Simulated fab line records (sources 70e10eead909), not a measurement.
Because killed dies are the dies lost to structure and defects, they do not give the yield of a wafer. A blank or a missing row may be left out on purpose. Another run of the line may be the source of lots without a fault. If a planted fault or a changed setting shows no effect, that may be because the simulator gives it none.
Matching of chambers / flow nandHarc / rieDiel-07 running NHARC_A_STAIRCASE_TRIM_187: 4 sister chambers
The step chemistry O2, time 211.2 s. 18 wafers are shown with their chamber, then 9 later ones without.

== WAFERS PAIRED WITH THEIR CHAMBERS ==
wafer=L076.1; chamber=1; drypumpMotorCurrentA (A)=6.3; showerheadPlenumPTorr (Torr)=3.62; rfVppV (V)=56.5
wafer=L076.3; chamber=3; drypumpMotorCurrentA (A)=5.0; showerheadPlenumPTorr (Torr)=3.51; rfVppV (V)=57.7
wafer=L076.6; chamber=3; drypumpMotorCurrentA (A)=5.0; showerheadPlenumPTorr (Torr)=3.51; rfVppV (V)=57.3
wafer=L077.1; chamber=0; drypumpMotorCurrentA (A)=5.6; showerheadPlenumPTorr (Torr)=3.67; rfVppV (V)=56.8
wafer=L077.2; chamber=2; drypumpMotorCurrentA (A)=6.2; showerheadPlenumPTorr (Torr)=3.45; rfVppV (V)=58.2
wafer=L077.5; chamber=3; drypumpMotorCurrentA (A)=5.0; showerheadPlenumPTorr (Torr)=3.50; rfVppV (V)=58.3
wafer=L078.4; chamber=3; drypumpMotorCurrentA (A)=5.0; showerheadPlenumPTorr (Torr)=3.50; rfVppV (V)=57.3
wafer=L078.5; chamber=1; drypumpMotorCurrentA (A)=6.3; showerheadPlenumPTorr (Torr)=3.61; rfVppV (V)=58.5
wafer=L078.6; chamber=0; drypumpMotorCurrentA (A)=5.5; showerheadPlenumPTorr (Torr)=3.67; rfVppV (V)=57.3
wafer=L079.3; chamber=1; drypumpMotorCurrentA (A)=6.2; showerheadPlenumPTorr (Torr)=3.61; rfVppV (V)=58.3
wafer=L079.4; chamber=2; drypumpMotorCurrentA (A)=6.2; showerheadPlenumPTorr (Torr)=3.45; rfVppV (V)=59.0
wafer=L079.6; chamber=3; drypumpMotorCurrentA (A)=5.0; showerheadPlenumPTorr (Torr)=3.50; rfVppV (V)=58.9
wafer=L081.2; chamber=2; drypumpMotorCurrentA (A)=6.2; showerheadPlenumPTorr (Torr)=3.44; rfVppV (V)=57.4
wafer=L081.4; chamber=3; drypumpMotorCurrentA (A)=5.0; showerheadPlenumPTorr (Torr)=3.50; rfVppV (V)=58.0
wafer=L081.5; chamber=1; drypumpMotorCurrentA (A)=6.3; showerheadPlenumPTorr (Torr)=3.61; rfVppV (V)=57.5
wafer=L084.1; chamber=1; drypumpMotorCurrentA (A)=6.2; showerheadPlenumPTorr (Torr)=3.60; rfVppV (V)=58.4
wafer=L084.2; chamber=2; drypumpMotorCurrentA (A)=6.2; showerheadPlenumPTorr (Torr)=3.44; rfVppV (V)=58.0
wafer=L084.3; chamber=3; drypumpMotorCurrentA (A)=5.0; showerheadPlenumPTorr (Torr)=3.49; rfVppV (V)=57.3

SIGNATURES (averages over the wafers above)
reading=drypumpMotorCurrentA; chamber 0=5.550; chamber 1=6.260; chamber 2=6.200; chamber 3=5.000; scatter within a chamber=0.0348
reading=showerheadPlenumPTorr; chamber 0=3.6700; chamber 1=3.6100; chamber 2=3.4450; chamber 3=3.5014; scatter within a chamber=0.00647
reading=rfVppV; chamber 0=57.050; chamber 1=57.840; chamber 2=58.150; chamber 3=57.829; scatter within a chamber=0.685
Rule: a wafer lies at a distance from a chamber equal to the root of the sum of squares, over the readings, of (its reading less the chamber's mean, divided by the reading's scatter). If the next closest chamber is less than 2 further off than the closest, the wafer can't be placed; otherwise it belongs to the closest. The scatter: take each reading less its chamber's mean, square it, sum over the shown wafers, divide by the number of wafers less the number of chambers, and take the root.

== WAFERS MISSING THEIR CHAMBER ==
wafer=L089.2; drypumpMotorCurrentA (A)=6.2; showerheadPlenumPTorr (Torr)=3.60; rfVppV (V)=58.7
wafer=L089.4; drypumpMotorCurrentA (A)=5.0; showerheadPlenumPTorr (Torr)=3.49; rfVppV (V)=57.2
wafer=L089.5; drypumpMotorCurrentA (A)=5.6; showerheadPlenumPTorr (Torr)=3.65; rfVppV (V)=57.2
wafer=L090.1; drypumpMotorCurrentA (A)=6.2; showerheadPlenumPTorr (Torr)=3.43; rfVppV (V)=57.8
wafer=L090.2; drypumpMotorCurrentA (A)=5.0; showerheadPlenumPTorr (Torr)=3.49; rfVppV (V)=58.6
wafer=L090.3; drypumpMotorCurrentA (A)=5.5; showerheadPlenumPTorr (Torr)=3.65; rfVppV (V)=57.6
wafer=L093.3; drypumpMotorCurrentA (A)=6.2; showerheadPlenumPTorr (Torr)=3.42; rfVppV (V)=58.4
wafer=L093.5; drypumpMotorCurrentA (A)=6.2; showerheadPlenumPTorr (Torr)=3.42; rfVppV (V)=56.8
wafer=L093.6; drypumpMotorCurrentA (A)=5.0; showerheadPlenumPTorr (Torr)=3.48; rfVppV (V)=56.3

== THE CHAMBER EACH PASSED THROUGH ==
wafer=L089.2; from the rows above=1; in truth=1
wafer=L089.4; from the rows above=3; in truth=3
wafer=L089.5; from the rows above=0; in truth=0
wafer=L090.1; from the rows above=2; in truth=2
wafer=L090.2; from the rows above=3; in truth=3
wafer=L090.3; from the rows above=0; in truth=0
wafer=L093.3; from the rows above=2; in truth=2
wafer=L093.5; from the rows above=2; in truth=2
wafer=L093.6; from the rows above=3; in truth=3
Placed correctly: 9 of 9. Left unplaced by these rows: 0. Placed wrongly: 0.
